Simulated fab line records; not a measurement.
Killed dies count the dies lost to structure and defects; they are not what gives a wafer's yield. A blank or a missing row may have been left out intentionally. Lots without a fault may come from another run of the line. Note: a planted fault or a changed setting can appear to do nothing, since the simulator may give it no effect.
Struck lot and sound lot, side by side    flow nand harc    43 out of 1302 route steps
Sound: these wafers, L514.2, L514.5, L514.6. Struck: wafer L527.5. (L527.2, L527.4 of the same lot were not struck and are left out.) The cause comes at the end.
For every step that has rows: the tool of each side, followed by ch and its chambers, followed by its first start. Under that, the readings that differ: sound wafers    struck wafers    difference of the means    sigmas: that difference in standard deviations of wafers without a fault.
alike: readings whose means differ by less than 2 such deviations, and words and numbers that are the same on both sides. not compared: withheld readings, readings that some wafer has no value for, bounds like >300 that may hide the same value, and numbers for which the record gives no deviation and whose values overlap.
A row with sigmas, a row that says differs or no value, or rows on one side alone: a step with any of these is where the two part. Numbers that don't overlap but have no deviation are shown without sigmas and don't part them. A reading that every wafer of one side lacks parts them only if that side has two wafers or more.

first, 7 steps without rows for these wafers: NHARC_P_M2_COAT_34 (time 65 s); NHARC_P_M2_COAT_03 (resist thk 90 nm); NHARC_P_M2_SOFTBAKE_04 (time 55 s); NHARC_P_M2_EBR_05; NHARC_P_M2_EXPOSE_06 (exposes mask P M2, target cd 170 nm); NHARC_P_M2_PEB_07 (peb time 65 s); NHARC_P_M2_DEVELOP_08 (develop time 35 s).
NHARC_P_M2_CD_MEAS_09: target cd 170 nm.
  sound on cd sem-02 ch 0, day 7 03:08; struck on cd sem-01 ch 0, day 12 20:15
reading     sound              struck  difference  sigmas
cd nm (nm)  170.4 170.4 170.3  169.4   -1.0        -2
NHARC_P_M2_OVL_MEAS_10: pitch 340 nm.
  sound on overlay-01, day 7 03:13; struck on overlay-01, day 12 20:20
  alike: overlay x nm, overlay y nm
NHARC_P_M2_INSPECT_11:
  sound on defect inspect-02, day 7 03:15; struck on defect inspect-02, day 12 20:22
  alike: raw defect count
NHARC_P_M2_DESCUM_14: chemistry O2, time 3 s.
  sound on rie diel-10 ch 0,1,3, day 7 03:20; struck on rie diel-02 ch 3, day 12 20:26
  alike: drypump motor current A, oes product au, rf vpp V, showerhead plenum p Torr, throttle valve pct
  not compared: rf hours counter h
then, 1 step without rows for these wafers: NHARC_P_M2_ETCH_35 (etches the open film in N2/H2, target depth 40 nm, overetch 12 nm, time 43.94 s).
NHARC_P_M2_ETCH_15: etches the open film in C4F8/Ar, target depth 182.5 nm, time 91.2 s.
  sound on rie diel-10 ch 0,2,3, day 7 03:30; struck on rie diel-02 ch 2, day 12 20:37
reading                sound              struck  difference  sigmas
oes product au (a.u.)  0.972 0.980 0.966  0.844   -0.129      -6
  alike: rf vpp V
  not compared: rf hours counter h
NHARC_P_M2_CD_MEAS_16:
  sound on cd sem-03, day 7 03:37; struck on cd sem-03, day 12 20:44
  alike: cd nm
then, 1 step without rows for these wafers: NHARC_P_M2_STRIP_18 (strips in N2/H2).
NHARC_P_M2_ETCH_28: etches the open film in CF4/N2, target depth 30 nm, time 72.99 s.
  sound: rie diel-02 ch 1,2; struck: rie diel-11 ch 2
reading       sound              struck  difference  sigmas
rf vpp V (V)  309.8 311.7 309.4  314.5   +4.2        +3
  alike: drypump motor current A, oes product au, showerhead plenum p Torr, throttle valve pct
  not compared: rf hours counter h
then, 4 steps without rows for these wafers: NHARC_P_M2_STRIP_19 (strips in post etch residue remover, time 600 s); NHARC_P_M2_DEGAS_29 (time 60 s); NHARC_P_M2_PRE_CLEAN_30 (time 30 s); NHARC_P_M2_PVD_20 (deposits TaN, target thk 5 nm, time 8.06 s).
NHARC_P_M2_PVD_21: deposits Cu, target thk 30 nm, time 20.49 s.
  sound on pvd sputter-03; struck on pvd sputter-01
reading                 sound           struck  difference  sigmas
throttle valve pct (%)  32.8 30.2 32.6  28.1    -3.8        -3
  alike: cathode dc power W, chamber pressure pa
then, 1 step without rows for these wafers: NHARC_P_M2_ECD_22 (material Cu, target thk 400 nm).
NHARC_P_M2_ANNEAL_31: time 90 s.
  sound on rtp anneal-02 ch 0, day 7 05:07; struck on rtp anneal-01 ch 0, day 12 22:19
  alike: wafer_temp_C_max
then, 1 step without rows for these wafers: NHARC_P_M2_CMP_23 (polishes, t overpolish 20 s, target thk 144.3 nm).
NHARC_P_M2_THK_MEAS_24: measures by xrf.
  sound on film metro-02, day 7 05:46; struck on film metro-02, day 12 22:55
  alike: thk nm
following that, these wafers have no rows for 1 step: NHARC_P_M2_SRD_25.
NHARC_P_M2_INSPECT_27:
  sound on defect inspect-02, day 7 05:55; struck on defect inspect-01, day 12 23:05
  alike: raw defect count
NHARC_P_M2_PRE_CLEAN_32: time 12 s.
  sound on pecvd-03 ch 0,2, day 7 05:59; struck on pecvd-02 ch 0, day 12 23:10
  alike: heater power w
then, 3 steps without rows for these wafers: NHARC_P_M2_DEP_33 (deposits SiCN, target thk 30 nm); NHARC_P_BONDPAD_DEP_00 (deposits SiCN, target thk 250 nm); NHARC_P_BONDPAD_CMP_32 (polishes SiCN, target thk 200 nm).
NHARC_P_BONDPAD_THK_MEAS_33: measures by ellipsometry.
  sound on film metro-02, day 7 07:08; struck on film metro-02, day 13 00:17
  alike: thk nm
then, 9 steps without rows for these wafers: NHARC_P_BONDPAD_SRD_34; NHARC_P_BONDPAD_DEHYDRATE_01 (time 120 s); NHARC_P_BONDPAD_HMDS_02 (time 30 s); NHARC_P_BONDPAD_COAT_36 (time 65 s); NHARC_P_BONDPAD_COAT_03 (resist thk 600 nm); NHARC_P_BONDPAD_SOFTBAKE_04 (time 70 s); NHARC_P_BONDPAD_EBR_05; NHARC_P_BONDPAD_EXPOSE_06 (exposes mask P BPAD); NHARC_P_BONDPAD_PEB_07 (peb time 80 s).
-- the record jumps here: 16 days lie between the struck wafers' starts before and after (it left off in module P_BONDPAD and takes up again in module A_BLC, whose first step shown is number 1120 of the route) --
NHARC_A_BLC_DESCUM_15: chemistry O2, time 3 s.
  sound on rie diel-04 ch 0,1,3, day 23 14:12; struck on rie diel-04 ch 0, day 28 21:50
reading                 sound              struck  difference  sigmas
model.A_BLC.cd nm (nm)  100.6 101.1 101.2  99.39   -1.58       
  alike: drypump motor current A, oes product au, rf vpp V, showerhead plenum p Torr, throttle valve pct
  not compared: rf hours counter h
NHARC_A_BLC_ETCH_18: etches the open film in C4F8/O2/Ar, target depth 910 nm.
  sound: rie diel-04 ch 2,3; struck: rie diel-04 ch 2
reading                 sound            struck  difference  sigmas
model.A_BLC.cd nm (nm)  101.5 100.5 101  101.6   +0.6        
  alike: oes product au, rf vpp V
  not compared: rf hours counter h

## WHERE THEY PART
Last at NHARC_P_M2_PVD_21 as far as this record goes, first at NHARC_P_M2_CD_MEAS_09. Later steps at which nothing parts them and some readings are alike: NHARC_P_M2_ANNEAL_31, NHARC_P_M2_THK_MEAS_24, NHARC_P_M2_INSPECT_27, NHARC_P_M2_PRE_CLEAN_32, NHARC_P_BONDPAD_THK_MEAS_33, NHARC_A_BLC_DESCUM_15, NHARC_A_BLC_ETCH_18.

WHY: what the simulator had put in
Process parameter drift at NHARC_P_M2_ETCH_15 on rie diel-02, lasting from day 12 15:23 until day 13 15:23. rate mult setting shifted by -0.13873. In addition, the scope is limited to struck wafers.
